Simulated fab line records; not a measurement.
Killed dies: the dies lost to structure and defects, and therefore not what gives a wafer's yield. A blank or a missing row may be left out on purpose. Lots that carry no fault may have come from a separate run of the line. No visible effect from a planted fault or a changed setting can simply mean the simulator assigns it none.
Split-lot experiment ; flow n5-finfet ; on a route of 1938 steps: 7 lots, 21 wafers read

== THE SPLIT ==
At N5_SD_EPI_N_EPI_21 (deposits Si:P, time 690 s), the setting temp-c was moved away from the recipe's 680 C on 7 of the 21 wafers read, by -0.4% to +0.5%. For the rest of the wafers, this setting stayed at what the recipe calls for.

No step appears in the file between the split and the reading.

== THE READING ==
Si-P_of_SD_EPI_N_EPI_21.thk-nm (the simulator's own value, which no gauge read), in nm, at N5_SD_EPI_N_PRECLEAN_24 (cleans in O3/DIW, time 60 s). The file gives no usual value for it. Across the 14 wafers here that went through the recipe, the average is 58.1 nm and the standard deviation 0.49 nm.

wafer;tool, chamber at the split;temp-c as run, C;against the recipe;Si-P_of_SD_EPI_N_EPI_21.thk-nm, nm;against lot-mates on the recipe
L074.3;epi-rpcvd-03, 0;683.4;+0.5%;62;+3.2
L074.4;epi-rpcvd-03, 0;680;recipe;58.8;-
L074.6;epi-rpcvd-03, 0;683.4;+0.5%;62.8;+4.0
L075.1;epi-rpcvd-04, 0;682.2;+0.3%;59.4;+1.4
L075.2;epi-rpcvd-04, 0;680;recipe;58.2;-
L075.3;epi-rpcvd-04, 0;680;recipe;57.8;-
L077.2;epi-rpcvd-01, 0;677.1;-0.4%;55.6;-2.6
L077.3;epi-rpcvd-01, 0;677.1;-0.4%;55.4;-2.8
L077.5;epi-rpcvd-01, 0;680;recipe;58.2;-
L078.2;epi-rpcvd-03, 0;683.3;+0.5%;62.2;+3.6
L078.5;epi-rpcvd-03, 0;680;recipe;58.6;-
L078.6;epi-rpcvd-03, 0;683.3;+0.5%;62.4;+3.8
L087.1;epi-rpcvd-03, 0;680;recipe;58.2;-
L087.4;epi-rpcvd-03, 0;680;recipe;58.2;-
L087.3;epi-rpcvd-03, 0;680;recipe;58.4;-
L092.3;epi-rpcvd-03, 0;680;recipe;58.4;-
L092.4;epi-rpcvd-03, 0;680;recipe;58.6;-
L092.6;epi-rpcvd-03, 0;680;recipe;57;-
L097.1;epi-rpcvd-03, 0;680;recipe;57.4;-
L097.4;epi-rpcvd-03, 0;680;recipe;58.4;-
L097.5;epi-rpcvd-03, 0;680;recipe;57.6;-

FIT RESULTS
A straight line over all 21 wafers: Si-P_of_SD_EPI_N_EPI_21.thk-nm changes by +7.53 nm for each +1% of temp-c; r = +0.96; the points scatter about the line by 0.59 nm.
The same after taking each lot's own level away (the mean of its wafers on the recipe; 21 wafers): +6.88 nm for each +1%; r = +0.97; scatter 0.44 nm.
That fit puts the effect of the largest move of temp-c on the reading at 3.4 nm.
The lots' own levels span 57.80 to 58.80 nm, that is 2.1 times the standard deviation above.
The two slopes agree, so the slope changes little with the lot-to-lot level.
Check: for one of the wafers moved furthest among these (+0.5%), held out of the fit, the line's prediction against its lot-mates is +3.53 nm. Against them it came out at +3.2 nm.

== THESE WAFERS: OTHER SPLITS ==
Before the reading, these wafers also passed through other splits. Each is held against what the fit with the lots' levels taken away leaves over:
other split on the same wafers;wafers away from the commonest value;r with Si-P_of_SD_EPI_N_EPI_21.thk-nm (lot level and that fit taken away)
N5_ZERO_LAYER_COAT_05 spin-rpm;4;-0.02
N5_ZERO_LAYER_ETCH_18 bias-w;6;-0.37
N5_FIN_SAQP_COAT_50 spin-rpm;8;+0.06
N5_FIN_CUT_EXPOSE_05 dose-mj;7;+0.25
N5_DUMMY_GATE_HM_DEP_06 time-s;15;-0.02
N5_DUMMY_GATE_COAT_28 spin-rpm;10;-0.03

== THE WHOLE CHAIN: every reading that the file lists as answering this split, in the file's order ==
step;what it does;reading;change (the file's fit);r (the file's)
N5_SD_EPI_N_EPI_21;deposits Si:P, time 690 s;Si-P_of_SD_EPI_N_EPI_21.thk-nm (the simulator's own value, which no gauge read);+6.85 nm for each +1% of the setting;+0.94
N5_SD_EPI_N_PRECLEAN_24;cleans in O3/DIW, time 60 s;Si-P_of_SD_EPI_N_EPI_21.thk-nm (the simulator's own value, which no gauge read);+6.74 nm for each +1% of the setting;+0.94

== THE FILE'S OWN FIT ==
Si-P_of_SD_EPI_N_EPI_21.thk-nm changes by +6.74 nm for each +1% of temp-c, r = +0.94.
